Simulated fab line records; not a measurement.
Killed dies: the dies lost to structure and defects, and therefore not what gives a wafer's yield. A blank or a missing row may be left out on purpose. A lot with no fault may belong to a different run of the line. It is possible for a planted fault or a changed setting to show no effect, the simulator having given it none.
Chamber matching + flow nandHarc + NHARC_A_CONTACT_DESCUM_13 on rieDiel-12 has 4 sister chambers
The step chemistry O2, time 3 s. 14 wafers are shown with their chamber, then 7 later ones without.

EACH WAFER AND ITS CHAMBER
| wafer  | chamber | drypumpMotorCurrentA (A) | showerheadPlenumPTorr (Torr) | rfVppV (V) |
|--------|---------|--------------------------|------------------------------|------------|
| L074.2 | 2       | 5.59                     | 1.89                         | 57.4       |
| L074.3 | 1       | 5.79                     | 1.79                         | 57.3       |
| L074.4 | 0       | 6.12                     | 1.91                         | 58.3       |
| L082.1 | 2       | 5.58                     | 1.88                         | 56.8       |
| L082.4 | 3       | 6.18                     | 1.99                         | 58.0       |
| L082.5 | 2       | 5.56                     | 1.88                         | 57.4       |
| L086.1 | 1       | 5.81                     | 1.78                         | 57.6       |
| L086.2 | 2       | 5.59                     | 1.88                         | 56.7       |
| L086.6 | 1       | 5.78                     | 1.78                         | 55.9       |
| L087.1 | 0       | 6.12                     | 1.90                         | 58.0       |
| L087.2 | 1       | 5.79                     | 1.78                         | 57.0       |
| L087.4 | 2       | 5.56                     | 1.88                         | 59.6       |
| L094.1 | 3       | 6.20                     | 1.98                         | 58.1       |
| L094.2 | 2       | 5.58                     | 1.88                         | 58.0       |

SIGNATURES, as means of the wafers listed above
| reading               | chamber 0 | chamber 1 | chamber 2 | chamber 3 | scatter within a chamber |
|-----------------------|-----------|-----------|-----------|-----------|--------------------------|
| drypumpMotorCurrentA  | 6.1200    | 5.7925    | 5.5767    | 6.1900    | 0.0127                   |
| showerheadPlenumPTorr | 1.9050    | 1.7825    | 1.8817    | 1.9850    | 0.00508                  |
| rfVppV                | 58.150    | 56.950    | 57.650    | 58.050    | 0.859                    |
Rule: for a wafer and a chamber, the distance is found by dividing, reading by reading, the gap between the wafer's reading and the chamber's mean by the reading's scatter, squaring, summing and taking the root. The wafer belongs to the nearest chamber; if the next one is less than 2 further off, it can't be placed. The scatter: the root of (the sum of the squares of (reading less its chamber's mean) over the shown wafers, divided by (wafers less chambers)).

WAFERS WITH NO CHAMBER GIVEN
| wafer  | drypumpMotorCurrentA (A) | showerheadPlenumPTorr (Torr) | rfVppV (V) |
|--------|--------------------------|------------------------------|------------|
| L094.3 | 5.80                     | 1.78                         | 56.3       |
| L092.3 | 5.79                     | 1.78                         | 57.3       |
| L092.5 | 5.79                     | 1.78                         | 57.4       |
| L092.6 | 5.58                     | 1.88                         | 57.0       |
| L093.2 | 6.20                     | 1.98                         | 57.7       |
| L093.3 | 5.78                     | 1.78                         | 58.1       |
| L093.6 | 6.13                     | 1.90                         | 57.5       |

CHAMBER TAKEN BY EACH
| wafer  | from the rows above | in truth |
|--------|---------------------|----------|
| L094.3 | 1                   | 1        |
| L092.3 | 1                   | 1        |
| L092.5 | 1                   | 1        |
| L092.6 | 2                   | 2        |
| L093.2 | 3                   | 3        |
| L093.3 | 1                   | 1        |
| L093.6 | 0                   | 0        |
7 of 7 placed correctly. Left unplaced by these rows: 0. Placed wrongly: 0.
